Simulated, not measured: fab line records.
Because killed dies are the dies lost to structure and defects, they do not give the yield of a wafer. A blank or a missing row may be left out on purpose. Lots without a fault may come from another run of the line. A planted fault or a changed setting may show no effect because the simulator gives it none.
Chamber matching || flow n5-finfet || rie-si-04 running N5_ZERO_LAYER_ETCH_18: 4 sister chambers
The step etches Si in HBr/Cl2, target depth 120 nm, time 40 s. 18 wafers are shown with their chamber, then 9 later ones without.

== EACH WAFER AND ITS CHAMBER ==
{"wafer": "L075.1", "chamber": 2, "throttle-valve-pct (%)": 36.2, "drypump-motor-current-A (A)": 5.3, "oes-product-au (a.u.)": 0.989}
{"wafer": "L075.3", "chamber": 1, "throttle-valve-pct (%)": 36.4, "drypump-motor-current-A (A)": 5.5, "oes-product-au (a.u.)": 0.987}
{"wafer": "L075.5", "chamber": 2, "throttle-valve-pct (%)": 36.2, "drypump-motor-current-A (A)": 5.3, "oes-product-au (a.u.)": 0.980}
{"wafer": "L077.2", "chamber": 3, "throttle-valve-pct (%)": 36.4, "drypump-motor-current-A (A)": 5.9, "oes-product-au (a.u.)": 0.990}
{"wafer": "L077.3", "chamber": 1, "throttle-valve-pct (%)": 36.4, "drypump-motor-current-A (A)": 5.6, "oes-product-au (a.u.)": 0.987}
{"wafer": "L077.4", "chamber": 2, "throttle-valve-pct (%)": 36.2, "drypump-motor-current-A (A)": 5.3, "oes-product-au (a.u.)": 0.977}
{"wafer": "L078.1", "chamber": 1, "throttle-valve-pct (%)": 36.5, "drypump-motor-current-A (A)": 5.6, "oes-product-au (a.u.)": 0.989}
{"wafer": "L078.2", "chamber": 0, "throttle-valve-pct (%)": 36.0, "drypump-motor-current-A (A)": 5.9, "oes-product-au (a.u.)": 1.003}
{"wafer": "L078.6", "chamber": 1, "throttle-valve-pct (%)": 36.5, "drypump-motor-current-A (A)": 5.6, "oes-product-au (a.u.)": 0.984}
{"wafer": "L079.3", "chamber": 1, "throttle-valve-pct (%)": 36.5, "drypump-motor-current-A (A)": 5.6, "oes-product-au (a.u.)": 0.988}
{"wafer": "L079.4", "chamber": 2, "throttle-valve-pct (%)": 36.2, "drypump-motor-current-A (A)": 5.3, "oes-product-au (a.u.)": 0.988}
{"wafer": "L079.6", "chamber": 0, "throttle-valve-pct (%)": 36.0, "drypump-motor-current-A (A)": 6.0, "oes-product-au (a.u.)": 0.997}
{"wafer": "L084.1", "chamber": 1, "throttle-valve-pct (%)": 36.5, "drypump-motor-current-A (A)": 5.6, "oes-product-au (a.u.)": 0.986}
{"wafer": "L084.3", "chamber": 2, "throttle-valve-pct (%)": 36.2, "drypump-motor-current-A (A)": 5.4, "oes-product-au (a.u.)": 0.990}
{"wafer": "L084.6", "chamber": 1, "throttle-valve-pct (%)": 36.4, "drypump-motor-current-A (A)": 5.6, "oes-product-au (a.u.)": 0.994}
{"wafer": "L089.3", "chamber": 3, "throttle-valve-pct (%)": 36.4, "drypump-motor-current-A (A)": 5.9, "oes-product-au (a.u.)": 0.992}
{"wafer": "L089.4", "chamber": 1, "throttle-valve-pct (%)": 36.4, "drypump-motor-current-A (A)": 5.6, "oes-product-au (a.u.)": 0.997}
{"wafer": "L089.6", "chamber": 3, "throttle-valve-pct (%)": 36.4, "drypump-motor-current-A (A)": 5.9, "oes-product-au (a.u.)": 1.001}

SIGNATURES, as means of the wafers listed above
{"reading": "throttle-valve-pct", "chamber 0": 36.000, "chamber 1": 36.450, "chamber 2": 36.200, "chamber 3": 36.400, "scatter within a chamber": 0.0378}
{"reading": "drypump-motor-current-A", "chamber 0": 5.950, "chamber 1": 5.587, "chamber 2": 5.320, "chamber 3": 5.900, "scatter within a chamber": 0.0394}
{"reading": "oes-product-au", "chamber 0": 1.00000, "chamber 1": 0.98900, "chamber 2": 0.98480, "chamber 3": 0.99433, "scatter within a chamber": 0.00505}
Rule: distance of a wafer from a chamber = root of the sum over the readings of ((wafer's reading minus chamber's mean) / reading's scatter) squared. If the next closest chamber is less than 2 further off than the closest, the wafer can't be placed; otherwise it belongs to the closest. The scatter: the root of (the sum of the squares of (reading less its chamber's mean) over the shown wafers, divided by (wafers less chambers)).

== WAFERS WITHOUT THEIR CHAMBER ==
{"wafer": "L090.1", "throttle-valve-pct (%)": 36.0, "drypump-motor-current-A (A)": 6.0, "oes-product-au (a.u.)": 1.000}
{"wafer": "L090.4", "throttle-valve-pct (%)": 36.2, "drypump-motor-current-A (A)": 5.3, "oes-product-au (a.u.)": 0.980}
{"wafer": "L090.6", "throttle-valve-pct (%)": 36.2, "drypump-motor-current-A (A)": 5.3, "oes-product-au (a.u.)": 0.979}
{"wafer": "L091.1", "throttle-valve-pct (%)": 36.0, "drypump-motor-current-A (A)": 6.0, "oes-product-au (a.u.)": 0.996}
{"wafer": "L091.3", "throttle-valve-pct (%)": 36.2, "drypump-motor-current-A (A)": 5.3, "oes-product-au (a.u.)": 0.986}
{"wafer": "L091.4", "throttle-valve-pct (%)": 36.4, "drypump-motor-current-A (A)": 5.9, "oes-product-au (a.u.)": 1.006}
{"wafer": "L096.4", "throttle-valve-pct (%)": 36.4, "drypump-motor-current-A (A)": 5.8, "oes-product-au (a.u.)": 0.986}
{"wafer": "L096.5", "throttle-valve-pct (%)": 36.0, "drypump-motor-current-A (A)": 5.9, "oes-product-au (a.u.)": 1.000}
{"wafer": "L096.6", "throttle-valve-pct (%)": 36.4, "drypump-motor-current-A (A)": 5.9, "oes-product-au (a.u.)": 0.993}

== WHICH CHAMBER EACH ONE RAN IN ==
{"wafer": "L090.1", "from the rows above": 0, "in truth": 0}
{"wafer": "L090.4", "from the rows above": 2, "in truth": 2}
{"wafer": "L090.6", "from the rows above": 2, "in truth": 2}
{"wafer": "L091.1", "from the rows above": 0, "in truth": 0}
{"wafer": "L091.3", "from the rows above": 2, "in truth": 2}
{"wafer": "L091.4", "from the rows above": 3, "in truth": 3}
{"wafer": "L096.4", "from the rows above": 3, "in truth": 3}
{"wafer": "L096.5", "from the rows above": 0, "in truth": 0}
{"wafer": "L096.6", "from the rows above": 3, "in truth": 3}
9 of 9 placed correctly. Number that these rows cannot place: 0. Number placed wrongly: 0.
